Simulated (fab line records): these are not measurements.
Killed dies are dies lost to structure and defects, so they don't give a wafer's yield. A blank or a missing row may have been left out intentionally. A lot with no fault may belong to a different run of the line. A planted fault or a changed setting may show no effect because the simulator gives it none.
Lot-split experiment :: flow n5 finfet :: on a route of 1938 steps: 7 lots, 21 wafers read

## ABOUT THE SPLIT
At N5_BEOL_M12_TRENCH_ETCH_34 (etches SiOC in C4F8/O2/Ar, target depth 318.95 nm, time 125.5 s), the setting time s was moved away from the recipe's 125.5 s on 8 of the 21 wafers read, by -21.6% to +17.5%. The other wafers ran this setting at the recipe's value.

## FROM THE SPLIT TO THE READING: what the file shows between them, 10 steps
- N5_BEOL_M12_STRIP_70: strips in C4F8/O2/Ar
- N5_BEOL_M12_OCD_MEAS_35
- N5_BEOL_M12_SPUTTER_44: material Ta, target thk 10 nm, time 16.13 s (also split here: time s)
- N5_BEOL_M12_SPUTTER_45: material Cu, target thk 80 nm, time 13.33 s
- N5_BEOL_M12_ECD_47: material Cu, target thk 720 nm
- N5_BEOL_M12_ANNEAL_48: time 90 s
- N5_BEOL_M12_CMP_49: polishes, stops on SiOC, t overpolish 20.6 s, target thk 320 nm
- N5_BEOL_M12_THK_MEAS_50: measures by xrf
- N5_BEOL_M12_PRE_CLEAN_52: time 15 s
- N5_BEOL_M12_DEP_53: deposits SiCN from 3MS/NH3, target thk 30 nm, time 10.5 s

## THE READING
At N5_BEOL_M12_RS_MEAS_54, a four-point-probe measurement gives M12_RS in ohm/sq. A value of 0.0604 ohm/sq with a standard deviation of 0.0009 ohm/sq is what fault-free wafers of this fab line usually give.

wafer: L078.1
tool, chamber at the split: rie diel-04, 2
time s as run, s: 125.5
against the recipe: recipe
M12_RS, ohm/sq: 0.0598
against lot-mates on the recipe: -

wafer: L078.4
tool, chamber at the split: rie diel-04, 0
time s as run, s: 125.5
against the recipe: recipe
M12_RS, ohm/sq: 0.0611
against lot-mates on the recipe: -

wafer: L078.5
tool, chamber at the split: rie diel-04, 1
time s as run, s: 125.5
against the recipe: recipe
M12_RS, ohm/sq: 0.0606
against lot-mates on the recipe: -

wafer: L081.4
tool, chamber at the split: rie diel-02, 0
time s as run, s: 125.5
against the recipe: recipe
M12_RS, ohm/sq: 0.0604
against lot-mates on the recipe: -

wafer: L081.5
tool, chamber at the split: rie diel-02, 0
time s as run, s: 147.4
against the recipe: +17.5%
M12_RS, ohm/sq: 0.0511
against lot-mates on the recipe: -0.0093

wafer: L081.6
tool, chamber at the split: rie diel-02, 3
time s as run, s: 147.4
against the recipe: +17.5%
M12_RS, ohm/sq: 0.0500
against lot-mates on the recipe: -0.0104

wafer: L082.1
tool, chamber at the split: rie diel-04, 0
time s as run, s: 125.5
against the recipe: recipe
M12_RS, ohm/sq: 0.0610
against lot-mates on the recipe: -

wafer: L082.2
tool, chamber at the split: rie diel-04, 3
time s as run, s: 125.5
against the recipe: recipe
M12_RS, ohm/sq: 0.0607
against lot-mates on the recipe: -

wafer: L082.6
tool, chamber at the split: rie diel-04, 0
time s as run, s: 125.5
against the recipe: recipe
M12_RS, ohm/sq: 0.0615
against lot-mates on the recipe: -

wafer: L085.2
tool, chamber at the split: rie diel-05, 3
time s as run, s: 125.5
against the recipe: recipe
M12_RS, ohm/sq: 0.0611
against lot-mates on the recipe: -

wafer: L085.5
tool, chamber at the split: rie diel-05, 3
time s as run, s: 145.2
against the recipe: +15.7%
M12_RS, ohm/sq: 0.0528
against lot-mates on the recipe: -0.0081

wafer: L085.6
tool, chamber at the split: rie diel-05, 0
time s as run, s: 125.5
against the recipe: recipe
M12_RS, ohm/sq: 0.0607
against lot-mates on the recipe: -

wafer: L090.1
tool, chamber at the split: rie diel-02, 0
time s as run, s: 146.4
against the recipe: +16.7%
M12_RS, ohm/sq: 0.0520
against lot-mates on the recipe: -0.0077

wafer: L090.3
tool, chamber at the split: rie diel-02, 1
time s as run, s: 125.5
against the recipe: recipe
M12_RS, ohm/sq: 0.0597
against lot-mates on the recipe: -

wafer: L090.5
tool, chamber at the split: rie diel-02, 0
time s as run, s: 146.4
against the recipe: +16.7%
M12_RS, ohm/sq: 0.0526
against lot-mates on the recipe: -0.0071

wafer: L091.3
tool, chamber at the split: rie diel-04, 3
time s as run, s: 125.5
against the recipe: recipe
M12_RS, ohm/sq: 0.0616
against lot-mates on the recipe: -

wafer: L091.4
tool, chamber at the split: rie diel-04, 0
time s as run, s: 102.2
against the recipe: -18.6%
M12_RS, ohm/sq: 0.0772
against lot-mates on the recipe: +0.0161

wafer: L091.6
tool, chamber at the split: rie diel-04, 3
time s as run, s: 125.5
against the recipe: recipe
M12_RS, ohm/sq: 0.0607
against lot-mates on the recipe: -

wafer: L094.1
tool, chamber at the split: rie diel-02, 1
time s as run, s: 98.39
against the recipe: -21.6%
M12_RS, ohm/sq: 0.0765
against lot-mates on the recipe: +0.0163

wafer: L094.2
tool, chamber at the split: rie diel-02, 0
time s as run, s: 98.39
against the recipe: -21.6%
M12_RS, ohm/sq: 0.0793
against lot-mates on the recipe: +0.0191

wafer: L094.4
tool, chamber at the split: rie diel-02, 3
time s as run, s: 125.5
against the recipe: recipe
M12_RS, ohm/sq: 0.0602
against lot-mates on the recipe: -

THE FIT
A straight line over all 21 wafers: M12_RS changes by -0.000681 ohm/sq for each +1% of time s; r = -0.98; the points scatter about the line by 0.0016 ohm/sq.
The same after taking each lot's own level away (the mean of its wafers on the recipe; 21 wafers): -0.000672 ohm/sq for each +1%; r = -0.98; scatter 0.0017 ohm/sq.
Per that fit: largest time s move, reading shift of 0.015 ohm/sq.
From 0.05970 to 0.06115 ohm/sq: that is the span of the lots' own levels, equal to 1.6 times the standard deviation above.
So the lot-to-lot level changes the slope little: the two slopes agree.
Check: +0.0154 ohm/sq against its lot-mates is what the line predicts for one of the wafers moved furthest among these (-21.6%) when that wafer is left out of the fit. Against them it came out at +0.0163 ohm/sq.

## OTHER SPLITS ON THESE WAFERS
Note: prior to the reading, these wafers also went through further splits. Each is held against what the fit with the lots' levels taken away leaves over:
other split on the same wafers: N5_BEOL_M11_COAT_05 spin rpm
wafers away from the commonest value: 5
r with M12_RS (lot level and that fit taken away): +0.29

other split on the same wafers: N5_BEOL_M12_COAT_58 spin rpm
wafers away from the commonest value: 9
r with M12_RS (lot level and that fit taken away): +0.07

other split on the same wafers: N5_BEOL_M12_COAT_04 spin rpm
wafers away from the commonest value: 9
r with M12_RS (lot level and that fit taken away): -0.56

other split on the same wafers: N5_BEOL_M12_SPUTTER_44 time s
wafers away from the commonest value: 3
r with M12_RS (lot level and that fit taken away): +0.10

## THE WHOLE CHAIN: every reading that the file lists as answering this split, in the file's order
step: N5_BEOL_M12_TRENCH_ETCH_34
what it does: etches SiOC in C4F8/O2/Ar, target depth 318.95 nm, time 125.5 s
reading: etch.depth nm (the simulator's own value, which no gauge read)
change (the file's fit): +3.17 nm for each +1% of the setting
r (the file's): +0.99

step: N5_BEOL_M12_OCD_MEAS_35
what it does: 
reading: trench depth nm
change (the file's fit): +3.18 nm for each +1% of the setting
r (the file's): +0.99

step: N5_BEOL_M12_CMP_49
what it does: polishes, stops on SiOC, t overpolish 20.6 s, target thk 320 nm
reading: Cu_of_BEOL_M12_ECD_47.thk nm (the simulator's own value, which no gauge read)
change (the file's fit): +3.15 nm for each +1% of the setting
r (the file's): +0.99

step: N5_BEOL_M12_THK_MEAS_50
what it does: measures by xrf
reading: M12_THK
change (the file's fit): +3.1 for each +1% of the setting
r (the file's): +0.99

step: N5_BEOL_M12_RS_MEAS_54
what it does: measures by four-point-probe
reading: M12_RS
change (the file's fit): -0.000672 for each +1% of the setting
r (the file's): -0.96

## FILE'S OWN FIT
M12_RS changes by -0.000672 ohm/sq for each +1% of time s, r = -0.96.
